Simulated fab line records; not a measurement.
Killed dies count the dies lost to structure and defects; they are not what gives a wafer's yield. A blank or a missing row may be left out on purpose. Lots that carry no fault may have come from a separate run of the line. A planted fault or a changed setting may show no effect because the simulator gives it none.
Chamber matching | flow n5_finfet | rie_diel-04 running N5_BEOL_M6_DESCUM_33: 4 sister chambers
The step chemistry O2, time 7 s. 4 wafers are shown with their chamber, then 8 later ones without.

== EACH WAFER AND ITS CHAMBER ==
wafer  | chamber | showerhead_plenum_p_Torr (Torr)
L075.4 | 0       | 2.10
L083.4 | 1       | 2.13
L088.6 | 2       | 1.99
L092.1 | 3       | 2.22

== WAFERS WITHOUT THEIR CHAMBER ==
wafer  | showerhead_plenum_p_Torr (Torr)
L092.2 | 2.12
L092.6 | 2.12
L094.1 | 2.12
L094.2 | 2.22
L094.5 | 2.22
L097.2 | 2.22
L097.3 | 2.26
L097.6 | 2.09

== THE CHAMBER EACH PASSED THROUGH ==
wafer  | from the rows above     | in truth
L092.2 | can't be placed: 1 or 0 | 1
L092.6 | can't be placed: 1 or 0 | 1
L094.1 | can't be placed: 1 or 0 | 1
L094.2 | 3                       | 3
L094.5 | 3                       | 3
L097.2 | 3                       | 3
L097.3 | 3                       | 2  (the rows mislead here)
L097.6 | can't be placed: 0 or 1 | 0
Correctly placed: 3 of 8. These rows do not allow placing 4 (true chamber among the candidates in 4). 1 placed wrongly.
How it was worked out, from the rows above alone: a wafer's distance from a chamber is the root of the sum, over the readings, of the square of ((its reading less the chamber's mean) divided by the reading's scatter). The wafer belongs to the nearest chamber; if the next one is less than 2 further off, it can't be placed. A chamber's mean is the mean of its shown wafers. The scatter: root of mean squared gap, hidden wafer to nearest shown wafer, with one shown wafer a chamber.
